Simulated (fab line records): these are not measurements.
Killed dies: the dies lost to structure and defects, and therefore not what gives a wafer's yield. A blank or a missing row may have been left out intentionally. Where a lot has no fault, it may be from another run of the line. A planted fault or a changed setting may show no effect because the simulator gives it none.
fab line records	flow nand_harc	part 1 of 2: steps 1 to 26 of 27
record: lots: 6	wafers: 18	last_day: 24
route steps=1159 shown P_GATE@127 END@1159
lots that met no fault: from a run of the same line without faults
start_h: start of the lot's first displayed wafer, in hours after the record's first day	wait_h: how many hours have passed since the lot's step before this one	" the same as in the row above	L1.1+2: a row that stands for several wafers	- either no value or no given start	* or withheld: withheld	< > ~ a bound
route shown NAME@n: a module of which the file shows steps, and the number in the route of the first	usual: the fault-free wafers' mean and standard deviation	same: alike in all rows	chamber/n: place in a boat	sites: each site's reading	_std_site: the standard deviation of these	_edge_site: mean of outer sites minus mean of inner sites	radius_mm: for every site, how far away it sits from the centre of the wafer	mask NAME#n: copy n	behind: the tool/chamber that last shaped the wafer	hold: cause of the lot's hold/its duration in hours/its outcome	device: names the non-switching transistor (n, p or np)	end of line: at the end of the route, the tests of the same wafers	for a step that has no rows: nothing shown but its recipe	killed: not the wafer's yield, but the dies lost to structure and defects at the first sort	map: dies across one wafer; x = killed, . = not, _ = none there
set.NAME: setting as actually run; set.NAME@STEP: the setting as run at that earlier step	model.NAME: the simulator's own value behind a step, which no gauge read
lots seen at some steps along the route; tables by step, rows by wafer
services: a tool's chamber out of use, with start hour (start_h, from the record's first day; less than 0 if before it), hours out, and reason
== steps ==
step: NHARC_P_GATE_PRECLEAN_71
recipe: time_s: *	temp_c: 50	bath_age_min: 0	chemistry: SC1
step: NHARC_P_GATE_SRD_72
step: NHARC_P_GATE_OXIDE_16
recipe: target_thk_a: 30	temp_c: 875	ox_time_s: 392	material: SiO2
step: NHARC_P_GATE_CVD_17
recipe: target_thk_a: 1500	temp_c: 620	time_s: 900	material: poly-Si
step: NHARC_P_GATE_HM_DEP_102
recipe: target_thk_a: 1200	temp_c: 400	material: aC
step: NHARC_P_GATE_DEP_103
recipe: target_thk_a: 300	target_thk_nm: 30	temp_c: 400	flow_sccm: 200	rf_w: 350	material: SiON
usual: heater_power_w: 776/86
lot.wafer	tool	chamber	start_h	wait_h	heater_power_w
L894.2	pecvd-01	2	106.93	0.5	889
L894.1	"	0	"	"	758
L894.3	"	1	"	"	758
L898.2	pecvd-02	2	133.05	0.5	660
L898.3	"	0	"	"	655
L898.6	"	1	"	"	716
L910.1	pecvd-02	2	196.63	0.6	697
L910.2	"	0	"	"	674
L910.4	"	1	"	"	727
L911.1	pecvd-02	2	211.77	0.6	696
L911.5	"	2	"	"	712
L911.6	"	1	"	"	693
L912.1	pecvd-03	0	211.77	0.6	738
L912.2	"	1	"	"	806
L912.5	"	2	"	"	952
L914.2	pecvd-02	1	226.96	0.4	759
L914.1	"	2	"	"	651
L914.4	"	1	"	"	740
step: NHARC_P_GATE_DEHYDRATE_18
recipe: temp_c: 150	time_s: 120
step: NHARC_P_GATE_HMDS_19
recipe: time_s: 30
step: NHARC_P_GATE_COAT_20
recipe: spin_rpm: 1500	resist_thk_nm: 90
step: NHARC_P_GATE_SOFTBAKE_21
recipe: temp_c: 105	time_s: 55
step: NHARC_P_GATE_EBR_22
step: NHARC_P_GATE_EXPOSE_23
recipe: na: 1.35	target_cd_nm: 120	dose_mj: 93.91	mask_id: P_GATE
step: NHARC_P_GATE_PEB_24
recipe: peb_temp_c: 100	peb_time_s: 65
usual: heater_power_total_W: 156.7/0.42	plate_temp_C: 100.03/0.13
lot.wafer	tool	chamber	start_h	wait_h	heater_power_total_W	plate_temp_C
L894.1	litho_track-04	0	107.54	0.1	156.9	100.02
L894.2	"	0	"	"	155.9	100.02
L894.3	"	0	"	"	156.2	99.99
L898.2	litho_track-06	0	133.49	0.1	156.4	100.02
L898.3	"	0	"	"	156.4	100.03
L898.6	"	0	"	"	156.0	100.15
L910.1	litho_track-06	0	197.26	0.1	125.2	85.22
L910.2	"	0	"	"	125.0	85.22
L910.4	"	0	"	"	124.4	84.96
L911.1	litho_track-06	0	212.25	0.1	124.9	85.16
L911.5	"	0	"	"	125.2	85.07
L911.6	"	0	"	"	124.2	85.17
L912.1	litho_track-01	0	212.40	0.1	156.7	100.21
L912.2	"	0	"	"	156.2	99.98
L912.5	"	0	"	"	157.2	99.90
L914.1	litho_track-04	0	227.56	0.1	156.0	100.05
L914.2	"	0	"	"	156.5	100.11
L914.4	"	0	"	"	157.0	100.09
step: NHARC_P_GATE_DEVELOP_25
recipe: develop_time_s: 35	dev_temp_c: 23
step: NHARC_P_GATE_CD_MEAS_26
recipe: target_cd_nm: 120	landing_energy_ev: 500
usual: cd_nm: 120.2/0.6
lot.wafer	tool	chamber	start_h	wait_h	cd_nm
L894.1	cd_sem-03	0	107.62	-	119.7
L894.2	"	0	"	"	119.2
L894.3	"	0	"	"	119.8
L898.2	cd_sem-03	0	133.58	-	120.0
L898.3	"	0	"	"	120.2
L898.6	"	0	"	"	120.0
L910.1	cd_sem-01	0	197.34	-	206.5
L910.2	"	0	"	"	204.6
L910.4	"	0	"	"	205.5
L911.1	cd_sem-02	0	212.32	-	205.2
L911.5	"	0	"	"	205.4
L911.6	"	0	"	"	205.7
L912.1	cd_sem-03	0	212.48	-	120.4
L912.2	"	0	"	"	120.3
L912.5	"	0	"	"	120.4
L914.1	cd_sem-01	0	227.64	-	119.8
L914.2	"	0	"	"	119.4
L914.4	"	0	"	"	119.4
step: NHARC_P_GATE_OVL_MEAS_27
usual: overlay_x_nm: 0.1/0.81	overlay_y_nm: -0.1/0.85
lot.wafer	tool	chamber	start_h	wait_h	overlay_x_nm	overlay_y_nm
L894.1	overlay-02	-	107.71	-	-0.4	-0.3
L894.2	"	-	"	"	-0.3	-0.6
L894.3	"	-	"	"	0.0	0.0
L898.2	overlay-01	-	133.66	-	-0.2	-1.2
L898.3	"	-	"	"	-0.1	-0.6
L898.6	"	-	"	"	-0.2	-1.1
L910.1	overlay-02	-	197.43	-	-0.9	0.3
L910.2	"	-	"	"	-0.6	0.3
L910.4	"	-	"	"	-0.7	0.0
L911.1	overlay-02	-	212.41	-	-0.4	0.0
L911.5	"	-	"	"	0.1	0.5
L911.6	"	-	"	"	-0.1	-0.4
L912.1	overlay-01	-	212.56	-	1.1	-1.3
L912.2	"	-	"	"	0.6	-1.0
L912.5	"	-	"	"	1.0	-1.0
L914.1	overlay-01	-	227.73	-	0.3	-0.7
L914.2	"	-	"	"	-0.3	-0.7
L914.4	"	-	"	"	0.1	-0.5
step: NHARC_P_GATE_INSPECT_28
usual: raw_defect_count: 6/3.1
lot.wafer	tool	chamber	start_h	wait_h	raw_defect_count
L894.1	defect_inspect-01	-	107.74	0.0	5
L894.2	"	-	"	"	8
L894.3	"	-	"	"	10
L898.2	defect_inspect-01	-	133.70	0.0	5
L898.3	"	-	"	"	8
L898.6	"	-	"	"	9
L910.1	defect_inspect-01	-	197.46	0.0	3
L910.2	"	-	"	"	9
L910.4	"	-	"	"	13
L911.1	defect_inspect-02	-	212.45	0.0	7
L911.5	"	-	"	"	10
L911.6	"	-	"	"	4
L912.1	defect_inspect-02	-	212.60	0.0	4
L912.2	"	-	"	"	6
L912.5	"	-	"	"	10
L914.1	defect_inspect-01	-	227.78	0.1	6
L914.2	"	-	"	"	4
L914.4	"	-	"	"	4
step: NHARC_P_GATE_DESCUM_31
recipe: time_s: 3	o2_flow_sccm: 200	ar_flow_sccm: 0	bias_power_w: 0	chemistry: O2
usual: drypump_motor_current_A: 5.6/0.43	oes_product_au: 1.003/0.0076	rf_vpp_V: 57.9/0.87	showerhead_plenum_p_Torr: 1.94/0.079	throttle_valve_pct: 11.313/0.0086
lot.wafer	tool	chamber	start_h	wait_h	drypump_motor_current_A	oes_product_au	rf_hours_counter_h	rf_vpp_V	showerhead_plenum_p_Torr	throttle_valve_pct	model.P_GATE.cd_nm
L894.1	rie_diel-06	0	107.88	0.1	5.6	1.002	14	57.2	1.80	11.312	120.1
L894.3	"	2	"	"	5.0	1.009	15	59.2	1.98	11.305	119.8
L894.2	"	3	"	"	6.1	1.007	16	59.4	1.96	11.331	120
L898.2	rie_diel-06	2	133.76	0.1	5.0	1.018	22	58.3	1.98	11.316	119.3
L898.3	"	3	"	"	6.1	1.009	23	57.7	1.96	11.319	120.2
L898.6	"	2	"	"	5.0	1.014	-	58.5	1.98	11.315	119.2
L910.4	rie_diel-09	3	197.52	0.1	6.3	0.993	36	56.4	1.96	11.316	204.8
L910.1	"	0	"	"	4.8	1.010	39	58.7	1.92	11.309	206.5
L910.2	"	1	"	"	5.7	1.002	39	57.6	1.96	11.314	204.8
L911.1	rie_diel-11	1	212.51	0.1	5.8	1.001	2	58.9	2.00	11.316	205.8
L911.5	"	1	"	"	5.7	1.007	-	57.5	2.00	11.319	206
L911.6	"	2	"	"	5.4	0.986	-	58.9	2.00	11.300	206.3
L912.1	rie_diel-06	0	212.72	0.1	5.7	1.001	51	57.7	1.79	11.307	120.5
L912.2	"	2	"	"	5.0	1.016	53	57.8	1.97	11.294	120
L912.5	"	0	"	"	5.6	1.003	-	56.5	1.79	11.325	120.5
L914.2	rie_diel-09	0	227.84	0.1	4.8	1.014	51	57.4	1.91	11.310	119.1
L914.1	"	1	"	"	5.8	1.005	51	58.1	1.95	11.307	119.3
L914.4	"	3	"	"	6.4	1.007	48	57.6	1.95	11.302	118.2
step: NHARC_P_GATE_ETCH_104
recipe: target_depth_a: 600	time_s: withheld	cf4_flow_sccm: 100	chf3_flow_sccm: 30	ar_flow_sccm: 0	rf_w: 500	bias_w: 200	chemistry: CF4/CHF3
usual: drypump_motor_current_A: 5.6/0.41	oes_product_au: 0.949/0.02	rf_vpp_V: 371.6/2.1	showerhead_plenum_p_Torr: 1.60/0.059	throttle_valve_pct: 16.801/0.0097
lot.wafer	tool	chamber	start_h	wait_h	drypump_motor_current_A	oes_product_au	rf_vpp_V	showerhead_plenum_p_Torr	throttle_valve_pct
L894.1	rie_diel-06	1	108.21	0.3	6.0	0.916	370.3	1.54	16.801
L894.2	"	2	"	"	5.0	0.948	372.0	1.63	16.804
L894.3	"	3	"	"	6.1	0.951	373.0	1.61	16.799
L898.2	rie_diel-06	2	133.85	0.1	5.0	0.941	371.9	1.62	16.800
L898.3	"	3	"	"	6.1	0.925	371.7	1.61	16.796
L898.6	"	2	"	"	5.0	0.927	371.1	1.62	16.815
L910.1	rie_diel-09	0	197.61	0.1	4.8	0.959	370.8	1.58	16.789
L910.4	"	1	"	"	5.8	0.987	371.9	1.61	16.804
L910.2	"	3	"	"	6.3	0.950	372.4	1.61	16.795
L911.1	rie_diel-11	0	212.61	0.1	5.1	0.924	368.1	1.49	16.813
L911.6	"	1	"	"	5.7	0.933	373.5	1.64	16.796
L911.5	"	2	"	"	5.4	0.922	373.5	1.64	16.796
L912.1	rie_diel-06	1	212.81	0.1	6.0	0.932	369.7	1.53	16.805
L912.2	"	3	"	"	6.1	0.933	371.3	1.60	16.791
L912.5	"	1	"	"	6.0	0.922	369.1	1.53	16.799
L914.1	rie_diel-09	0	227.93	0.1	4.8	0.971	370.5	1.57	16.798
L914.2	"	2	"	"	6.2	0.991	371.8	1.61	16.815
L914.4	"	3	"	"	6.3	0.984	371.1	1.60	16.796
step: NHARC_P_GATE_HM_OPEN_105
recipe: target_depth_a: 3600	o2_flow_sccm: 400	cos_flow_sccm: 20	ar_flow_sccm: 0	rf_w: 500	bias_w: 300	chemistry: O2/COS
usual: drypump_motor_current_A: 5.6/0.43	oes_product_au: 1.003/0.0072	rf_vpp_V: 468.1/2.7	showerhead_plenum_p_Torr: 3.17/0.12	throttle_valve_pct: 28.330/0.0084
lot.wafer	tool	chamber	start_h	wait_h	drypump_motor_current_A	oes_product_au	rf_hours_counter_h	rf_vpp_V	showerhead_plenum_p_Torr	throttle_valve_pct
L894.2	rie_diel-06	2	-	-	5.0	1.013	15	470.1	3.22	28.329
L894.3	"	3	"	"	6.1	1.009	16	468.7	3.19	28.339
L894.1	"	0	"	"	5.7	0.994	14	461.7	2.95	28.323
L898.2	rie_diel-06	1	-	-	6.0	1.006	21	464.9	3.06	28.325
L898.3	"	2	"	"	5.0	1.023	22	468.9	3.22	28.326
L898.6	"	3	"	"	6.1	1.007	-	467.6	3.19	28.332
L910.4	rie_diel-09	3	-	-	6.3	1.005	36	468.8	3.19	28.339
L910.2	"	0	"	"	4.8	0.999	39	467.5	3.12	28.331
L910.1	"	1	"	"	5.7	0.999	39	469.0	3.19	28.319
L911.1	rie_diel-11	0	-	-	5.1	0.995	2	462.4	2.96	28.323
L911.5	"	2	"	"	5.4	1.003	-	470.6	3.25	28.347
L911.6	"	3	"	"	5.6	1.010	-	471.2	3.33	28.342
L912.2	rie_diel-06	0	-	-	5.6	1.006	51	463.0	2.93	28.328
L912.1	"	1	"	"	6.1	1.004	53	465.7	3.04	28.328
L912.5	"	0	"	"	5.6	1.016	-	463.7	2.93	28.337
L914.1	rie_diel-09	1	-	-	5.7	0.995	51	466.2	3.18	28.336
L914.4	"	2	"	"	6.2	0.997	48	468.5	3.19	28.331
L914.2	"	0	"	"	4.8	0.999	51	468.2	3.12	28.329
step: NHARC_P_GATE_STRIP_106
recipe: o2_flow_sccm: 400	cos_flow_sccm: 20	ar_flow_sccm: 0	bias_w: 0	chemistry: O2/COS
step: NHARC_P_GATE_ETCH_114
recipe: target_depth_a: 300	overetch_a: 30	time_s: 16.5	ion_energy_ev: 100	cf4_flow_sccm: 80	o2_flow_sccm: 20	ar_flow_sccm: 0	rf_w: 300	bias_w: 100	chemistry: CF4/O2
usual: drypump_motor_current_A: 5.6/0.42	oes_product_au: 1.004/0.0073	rf_vpp_V: 198.2/1.5	showerhead_plenum_p_Torr: 1.36/0.053	throttle_valve_pct: 13.397/0.0091
lot.wafer	tool	chamber	start_h	wait_h	drypump_motor_current_A	oes_product_au	rf_hours_counter_h	rf_vpp_V	showerhead_plenum_p_Torr	throttle_valve_pct
L894.3	rie_diel-06	1	-	-	6.0	0.999	14	197.0	1.31	13.401
L894.2	"	3	"	"	6.1	1.008	16	198.0	1.36	13.399
L894.1	"	0	"	"	5.6	0.998	14	196.4	1.26	13.417
L898.2	rie_diel-06	1	-	-	6.0	0.994	21	196.5	1.31	13.395
L898.3	"	2	"	"	5.0	1.017	22	198.8	1.38	13.398
L898.6	"	0	"	"	5.6	0.995	-	196.3	1.26	13.417
L910.1	rie_diel-09	0	-	-	4.8	0.999	39	197.7	1.34	13.398
L910.4	"	1	"	"	5.7	1.002	39	198.2	1.36	13.409
L910.2	"	2	"	"	6.2	0.995	36	198.0	1.37	13.393
L911.1	rie_diel-11	1	-	-	5.8	1.008	2	199.7	1.39	13.404
L911.6	"	2	"	"	5.4	0.995	-	199.3	1.39	13.386
L911.5	"	3	"	"	5.5	1.004	-	199.3	1.43	13.382
L912.2	rie_diel-06	0	-	-	5.6	1.010	51	196.9	1.25	13.403
L912.1	"	3	"	"	6.1	1.016	45	198.4	1.36	13.399
L912.5	"	1	"	"	6.0	0.985	-	198.3	1.30	13.393
L914.2	rie_diel-09	3	-	-	6.3	1.003	48	197.6	1.36	13.432
L914.1	"	1	"	"	5.7	1.002	51	198.3	1.36	13.394
L914.4	"	2	"	"	6.2	1.013	48	198.4	1.37	13.382
step: NHARC_P_GATE_ETCH_32
recipe: target_depth_a: 1500	over_etch_frac: 1	over_etch_ion_energy_ev: 40	time_s: 100.1	hbr_flow_sccm: 150	cl2_flow_sccm: 50	rf_w: 400	icp_w: 400	bias_w: 100	chemistry: HBr/Cl2
usual: drypump_motor_current_A: 5.8/0.45	oes_product_au: 0.999/0.0085	throttle_valve_pct: 26.405/0.0097
lot.wafer	tool	chamber	start_h	wait_h	drypump_motor_current_A	oes_product_au	rf_hours_counter_h	throttle_valve_pct	model.P_GATE.cd_nm
L894.1	rie_si-05	3	108.68	-	6.2	1.018	0.5	26.427	117.9
L894.3	"	0	"	"	5.7	1.005	0.4	26.400	120.5
L894.2	"	2	"	"	6.0	0.997	0.4	26.401	118.2
L898.2	rie_si-05	3	134.34	-	6.2	1.002	0.8	26.408	119.1
L898.3	"	1	"	"	5.4	0.982	0.6	26.405	122.4
L898.6	"	0	"	"	5.7	0.997	-	26.406	120.6
L910.1	rie_si-04	2	198.11	-	6.1	1.014	0.9	26.411	206.2
L910.4	"	3	"	"	6.1	1.000	1.0	26.406	202.5
L910.2	"	0	"	"	5.3	1.003	0.5	26.407	204.9
L911.1	rie_si-04	3	213.13	-	6.1	0.992	1.1	26.409	204.1
L911.5	"	2	"	"	6.1	1.007	-	26.404	205
L911.6	"	3	"	"	6.1	0.993	-	26.403	203
L912.1	rie_si-01	1	213.52	-	6.4	1.004	0.7	26.407	117.7
L912.2	"	3	"	"	6.0	0.993	0.7	26.423	115.6
L912.5	"	1	"	"	6.4	1.007	-	26.402	115.1
L914.2	rie_si-04	1	228.31	-	5.5	0.997	1.3	26.411	121.2
L914.4	"	2	"	"	6.1	1.002	1.2	26.419	119.4
L914.1	"	0	"	"	5.2	1.007	0.7	26.420	120.3
step: NHARC_P_GATE_STRIP_108
recipe: o2_flow_sccm: 500	ar_flow_sccm: 0	bias_w: 0	chemistry: O2
usual: drypump_motor_current_A: 5.6/0.42	oes_product_au: 1.004/0.0072	rf_vpp_V: 57.8/0.86	showerhead_plenum_p_Torr: 3.60/0.13	throttle_valve_pct: 17.036/0.01
lot.wafer	tool	chamber	start_h	wait_h	drypump_motor_current_A	oes_product_au	rf_hours_counter_h	rf_vpp_V	showerhead_plenum_p_Torr	throttle_valve_pct
L894.1	rie_diel-11	3	108.84	-	5.6	1.005	19	58.8	3.77	17.022
L894.2	"	0	"	"	5.1	1.009	13	57.6	3.36	17.016
L894.3	"	2	"	"	5.4	1.006	18	58.1	3.69	17.028
L898.2	rie_diel-11	2	134.51	-	5.4	1.001	24	59.0	3.68	17.043
L898.3	"	0	"	"	5.1	1.018	18	56.8	3.35	17.028
L898.6	"	2	"	"	5.4	1.009	-	57.9	3.68	17.048
L910.2	rie_diel-09	2	198.29	-	6.2	1.006	36	56.7	3.62	17.033
L910.4	"	3	"	"	6.3	1.001	36	57.1	3.60	17.041
L910.1	"	0	"	"	4.8	1.005	39	58.1	3.53	17.036
L911.1	rie_diel-11	2	213.33	-	5.4	0.998	3	59.3	3.68	17.042
L911.6	"	3	"	"	5.5	1.014	-	58.3	3.76	17.029
L911.5	"	0	"	"	5.1	1.012	-	57.2	3.35	17.028
L912.1	rie_diel-11	3	213.68	-	5.6	1.012	3	58.4	3.76	17.032
L912.2	"	0	"	"	5.1	0.996	2	57.5	3.35	17.033
L912.5	"	3	"	"	5.6	1.023	-	57.2	3.76	17.039
L914.2	rie_diel-09	0	228.48	-	4.8	1.008	51	58.0	3.52	17.049
L914.1	"	1	"	"	5.8	1.003	51	57.1	3.60	17.039
L914.4	"	2	"	"	6.2	1.006	48	58.7	3.61	17.049
step: NHARC_P_GATE_CD_MEAS_33
usual: cd_nm: 120.0/2.6
lot.wafer	tool	chamber	start_h	wait_h	cd_nm
L894.1	cd_sem-03	-	109.02	-	118.4
L894.2	"	-	"	"	118.0
L894.3	"	-	"	"	121.1
L898.2	cd_sem-02	-	134.68	-	119.2
L898.3	"	-	"	"	122.0
L898.6	"	-	"	"	120.7
L910.1	cd_sem-03	-	198.45	-	206.7
L910.2	"	-	"	"	204.4
L910.4	"	-	"	"	202.2
L911.1	cd_sem-03	-	213.45	-	205.3
L911.5	"	-	"	"	205.1
L911.6	"	-	"	"	203.1
L912.1	cd_sem-02	-	213.84	-	118.1
L912.2	"	-	"	"	115.2
L912.5	"	-	"	"	115.5
L914.1	cd_sem-01	-	228.65	-	120.5
L914.2	"	-	"	"	121.0
L914.4	"	-	"	"	118.3
step: NHARC_P_GATE_STRIP_35
recipe: time_s: 600	temp_c: 130	chemistry: SPM
== key ==
first_sign: step: NHARC_P_GATE_PEB_24	reading: plate_temp_C	direction: down	sigmas: 99+	usual: *	struck: *
effect: step: NHARC_P_GATE_PEB_24	reading: heater_power_total_W	direction: down	sigmas: 75	usual: *	struck: *
effect: step: NHARC_P_GATE_CD_MEAS_26	reading: cd_nm	direction: up	sigmas: 99+	usual: 120.2	struck: 205.5
effect: step: NHARC_P_GATE_CD_MEAS_33	reading: cd_nm	direction: up	sigmas: 33	usual: 120.0	struck: 204.5
effect: step: NHARC_END_SORT_01	reading: killed_at_periphery	direction: up	sigmas: 99+	usual: 3.1	struck: 644.8
model_effect: step: NHARC_P_GATE_DESCUM_31	value: P_GATE.cd_nm	without: 120.3	struck: 205.7
model_effect: step: NHARC_P_GATE_ETCH_32	value: P_GATE.cd_nm	without: 118.9	struck: 204.3
more_kills_born_at: NHARC_P_GATE_PEB_24@litho_track-06: 3844
met_at NHARC_P_GATE_PEB_24
struck_wafers L910.1,L910.2,L910.4,L911.1,L911.5,L911.6
later_rows_left_out L910.1,L910.2,L910.4,L911.1,L911.5,L911.6
tester_left_out L910,L911
onset_between 133.49 197.26
fault: kind: process_parameter_drift	tool: litho_track-06	chamber: -	onset_h: 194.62	steps: NHARC_P_GATE_PEB_24	channel: peb_temp_c	offset: *	shape: step	end_h: 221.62	acts_in: *	stated: *
tester_left_out: of these lots the tester's yield and bins aren't shown, on N5 and GAA mostly nor the transistor test; their killed dies are dies lost to structure and defects alone, not to doping, threshold or leakage, so they don't give the yield
later_rows_left_out: the simulator's readings of these wafers behind a module that went badly wrong aren't trusted and aren't shown, but for the sort
